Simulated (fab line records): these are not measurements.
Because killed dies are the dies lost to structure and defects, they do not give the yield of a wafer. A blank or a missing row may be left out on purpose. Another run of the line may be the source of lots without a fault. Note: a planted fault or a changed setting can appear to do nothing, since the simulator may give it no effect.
Which tool was responsible? || flow n5 finfet || Sampling: 13 lots, 38 wafers, 4 of 1938 route steps

## WHAT THE GAUGES SHOWED, per wafer
N5_BEOL_M11_INSPECT_58: inspects for defects (darkfield). Usual: raw defect count 72, standard deviation 23.
{"lot": "L673", "measured": "day 11 00:43", "on": "defect inspect-01", "raw defect count": "49 68 65", "flag": ""}
{"lot": "L675", "measured": "day 11 13:36", "on": "defect inspect-02", "raw defect count": "63 52 77", "flag": ""}
{"lot": "L674", "measured": "day 11 19:03", "on": "defect inspect-01", "raw defect count": "57 44 39", "flag": ""}
{"lot": "L685", "measured": "day 13 22:28", "on": "defect inspect-01", "raw defect count": "64 59 65", "flag": ""}
{"lot": "L681", "measured": "day 14 00:48", "on": "defect inspect-02", "raw defect count": "109 75 78", "flag": ""}
{"lot": "L687", "measured": "day 14 01:13", "on": "defect inspect-02", "raw defect count": "89 69 100", "flag": ""}
{"lot": "L686", "measured": "day 14 12:59", "on": "defect inspect-02", "raw defect count": "84 61 108", "flag": ""}
{"lot": "L688", "measured": "day 14 14:03", "on": "defect inspect-01", "raw defect count": "104 112 83", "flag": ""}
{"lot": "L692", "measured": "day 16 08:13", "on": "defect inspect-02", "raw defect count": "55 45", "flag": ""}
{"lot": "L696", "measured": "day 16 16:20", "on": "defect inspect-02", "raw defect count": "45 76 53", "flag": ""}
{"lot": "L693", "measured": "day 17 02:17", "on": "defect inspect-02", "raw defect count": "43 87 39", "flag": ""}
{"lot": "L695", "measured": "day 17 02:35", "on": "defect inspect-01", "raw defect count": "110 69 65", "flag": ""}
{"lot": "L694", "measured": "day 17 20:37", "on": "defect inspect-01", "raw defect count": "78 68 96", "flag": ""}

N5_BEOL_M12_CD_MEAS_28 targets a cd of 160.2 nm. Usual: cd nm 160.2 nm, standard deviation 2.3.
{"lot": "L673", "measured": "day 11 02:14", "on": "cd sem-03", "cd nm (nm)": "161.2 161.4 161.7", "flag": ""}
{"lot": "L675", "measured": "day 11 14:59", "on": "cd sem-03", "cd nm (nm)": "161.8 158.3 158.2", "flag": ""}
{"lot": "L674", "measured": "day 11 20:42", "on": "cd sem-01", "cd nm (nm)": "158.8 157.5 161.0", "flag": ""}
{"lot": "L685", "measured": "day 14 00:06", "on": "cd sem-01", "cd nm (nm)": "159.1 158.2 156.1", "flag": ""}
{"lot": "L681", "measured": "day 14 02:10", "on": "cd sem-03", "cd nm (nm)": "166.2 161.2 159.9", "flag": ""}
{"lot": "L687", "measured": "day 14 02:35", "on": "cd sem-03", "cd nm (nm)": "159.1 158.6 161.6", "flag": ""}
{"lot": "L686", "measured": "day 14 14:55", "on": "cd sem-01", "cd nm (nm)": "159.8 158.1 158.5", "flag": ""}
{"lot": "L688", "measured": "day 14 15:33", "on": "cd sem-03", "cd nm (nm)": "162.5 163.2 164.6", "flag": ""}
{"lot": "L692", "measured": "day 16 09:52", "on": "cd sem-02", "cd nm (nm)": "164.7 159.3", "flag": ""}
{"lot": "L696", "measured": "day 16 17:50", "on": "cd sem-02", "cd nm (nm)": "159.9 162.7 158.6", "flag": ""}
{"lot": "L693", "measured": "day 17 03:42", "on": "cd sem-03", "cd nm (nm)": "162.0 160.4 163.0", "flag": ""}
{"lot": "L695", "measured": "day 17 04:07", "on": "cd sem-03", "cd nm (nm)": "161.3 158.7 157.2", "flag": ""}
{"lot": "L694", "measured": "day 17 22:16", "on": "cd sem-01", "cd nm (nm)": "158.1 159.0 160.7", "flag": ""}

## TOOL THAT RAN EACH LOT (tool first, then ch and the chambers of the sampled wafers, then the start)
{"lot": "L673", "N5_BEOL_M11_SPUTTER_48": "pvd sputter-03, day 10 23:21", "N5_BEOL_M12_COAT_66": "litho track-02 ch 0, day 11 01:57"}
{"lot": "L675", "N5_BEOL_M11_SPUTTER_48": "pvd sputter-01, day 11 12:03", "N5_BEOL_M12_COAT_66": "litho track-04 ch 0, day 11 14:41"}
{"lot": "L674", "N5_BEOL_M11_SPUTTER_48": "pvd sputter-02, day 11 17:38", "N5_BEOL_M12_COAT_66": "litho track-04 ch 0, day 11 20:17"}
{"lot": "L685", "N5_BEOL_M11_SPUTTER_48": "pvd sputter-02, day 13 21:28", "N5_BEOL_M12_COAT_66": "litho track-02 ch 0, day 13 23:41"}
{"lot": "L681", "N5_BEOL_M11_SPUTTER_48": "pvd sputter-02, day 13 23:49", "N5_BEOL_M12_COAT_66": "litho track-02 ch 0, day 14 01:53"}
{"lot": "L687", "N5_BEOL_M11_SPUTTER_48": "pvd sputter-02, day 13 23:58", "N5_BEOL_M12_COAT_66": "litho track-01 ch 0, day 14 02:18"}
{"lot": "L686", "N5_BEOL_M11_SPUTTER_48": "pvd sputter-03, day 14 10:14", "N5_BEOL_M12_COAT_66": "litho track-02 ch 0, day 14 14:37"}
{"lot": "L688", "N5_BEOL_M11_SPUTTER_48": "pvd sputter-01, day 14 10:33", "N5_BEOL_M12_COAT_66": "litho track-01 ch 0, day 14 15:16"}
{"lot": "L692", "N5_BEOL_M11_SPUTTER_48": "pvd sputter-02, day 16 06:48", "N5_BEOL_M12_COAT_66": "litho track-01 ch 0, day 16 09:28"}
{"lot": "L696", "N5_BEOL_M11_SPUTTER_48": "pvd sputter-03, day 16 15:14", "N5_BEOL_M12_COAT_66": "litho track-04 ch 0, day 16 17:26"}
{"lot": "L693", "N5_BEOL_M11_SPUTTER_48": "pvd sputter-01, day 17 00:52", "N5_BEOL_M12_COAT_66": "litho track-04 ch 0, day 17 03:25"}
{"lot": "L695", "N5_BEOL_M11_SPUTTER_48": "pvd sputter-02, day 17 01:13", "N5_BEOL_M12_COAT_66": "litho track-01 ch 0, day 17 03:50"}
{"lot": "L694", "N5_BEOL_M11_SPUTTER_48": "pvd sputter-03, day 17 19:35", "N5_BEOL_M12_COAT_66": "litho track-02 ch 0, day 17 21:51"}
- N5_BEOL_M11_SPUTTER_48: material Cu, target thk 12 nm, time 2 s.
- N5_BEOL_M12_COAT_66: time 60 s, resist thk 110 nm.

## AS READ BY THE TOOLS THEMSELVES (means over the sampled wafers that have a number; for cases with no such wafer, the mark the record gives instead)
N5_BEOL_M11_SPUTTER_48. Usual: throttle valve pct 29.9 %, standard deviation 0.9.
{"lot": "L673", "tool": "pvd sputter-03", "throttle valve pct (%)": 28.9, "flag": ""}
{"lot": "L675", "tool": "pvd sputter-01", "throttle valve pct (%)": 30.2, "flag": ""}
{"lot": "L674", "tool": "pvd sputter-02", "throttle valve pct (%)": 29.3, "flag": ""}
{"lot": "L685", "tool": "pvd sputter-02", "throttle valve pct (%)": 29.6, "flag": ""}
{"lot": "L681", "tool": "pvd sputter-02", "throttle valve pct (%)": 29.7, "flag": ""}
{"lot": "L687", "tool": "pvd sputter-02", "throttle valve pct (%)": 29.3, "flag": ""}
{"lot": "L686", "tool": "pvd sputter-03", "throttle valve pct (%)": 28.9, "flag": ""}
{"lot": "L688", "tool": "pvd sputter-01", "throttle valve pct (%)": 30.8, "flag": ""}
{"lot": "L692", "tool": "pvd sputter-02", "throttle valve pct (%)": 30.3, "flag": ""}
{"lot": "L696", "tool": "pvd sputter-03", "throttle valve pct (%)": 30.4, "flag": ""}
{"lot": "L693", "tool": "pvd sputter-01", "throttle valve pct (%)": 30.5, "flag": ""}
{"lot": "L695", "tool": "pvd sputter-02", "throttle valve pct (%)": 29.6, "flag": ""}
{"lot": "L694", "tool": "pvd sputter-03", "throttle valve pct (%)": 30.4, "flag": ""}

N5_BEOL_M12_COAT_66. Usual: heater power total W 427.8 W, standard deviation 2.1; plate temp C 220.00 C, standard deviation 0.18.
{"lot": "L673", "tool": "litho track-02", "heater power total W (W)": 428.5, "plate temp C (C)": 219.90, "flag": ""}
{"lot": "L675", "tool": "litho track-04", "heater power total W (W)": 429.1, "plate temp C (C)": 220.15, "flag": ""}
{"lot": "L674", "tool": "litho track-04", "heater power total W (W)": 427.4, "plate temp C (C)": 220.05, "flag": ""}
{"lot": "L685", "tool": "litho track-02", "heater power total W (W)": 415.7, "plate temp C (C)": 215.53, "flag": "OFF"}
{"lot": "L681", "tool": "litho track-02", "heater power total W (W)": 419.1, "plate temp C (C)": 215.68, "flag": "OFF"}
{"lot": "L687", "tool": "litho track-01", "heater power total W (W)": 428.0, "plate temp C (C)": 219.90, "flag": ""}
{"lot": "L686", "tool": "litho track-02", "heater power total W (W)": 417.5, "plate temp C (C)": 215.66, "flag": "OFF"}
{"lot": "L688", "tool": "litho track-01", "heater power total W (W)": 425.4, "plate temp C (C)": 219.98, "flag": ""}
{"lot": "L692", "tool": "litho track-01", "heater power total W (W)": 425.6, "plate temp C (C)": 220.06, "flag": ""}
{"lot": "L696", "tool": "litho track-04", "heater power total W (W)": 428.2, "plate temp C (C)": 220.14, "flag": ""}
{"lot": "L693", "tool": "litho track-04", "heater power total W (W)": 428.2, "plate temp C (C)": 220.29, "flag": ""}
{"lot": "L695", "tool": "litho track-01", "heater power total W (W)": 427.4, "plate temp C (C)": 219.97, "flag": ""}
{"lot": "L694", "tool": "litho track-02", "heater power total W (W)": 428.7, "plate temp C (C)": 220.14, "flag": ""}

## THE ANSWER, worked out from the rows above alone
Rule: a lot is off if the mean of its wafers that have a number lies more than 3 standard deviations from the usual mean. A lot without any number at a reading at which 4 lots or more have one is off too. Any other lot the step has rows for is counted as sound. Order of review: gauges by route order, followed by the tools' own readings, for which a lot's mean as printed above is used. The first step at which some lot is off is used, and at that step the reading that is off furthest; a lot without a number counts as furthest.
Off: L685, L681, L686 (N5_BEOL_M12_COAT_66, plate temp C).
If a tool, at that step or one of the process steps before it, ran each lot that is off and ran no sound lot following the first of them, it fits. Not one of the candidates tried fits.

## WHAT THE SIMULATOR HAD PUT IN
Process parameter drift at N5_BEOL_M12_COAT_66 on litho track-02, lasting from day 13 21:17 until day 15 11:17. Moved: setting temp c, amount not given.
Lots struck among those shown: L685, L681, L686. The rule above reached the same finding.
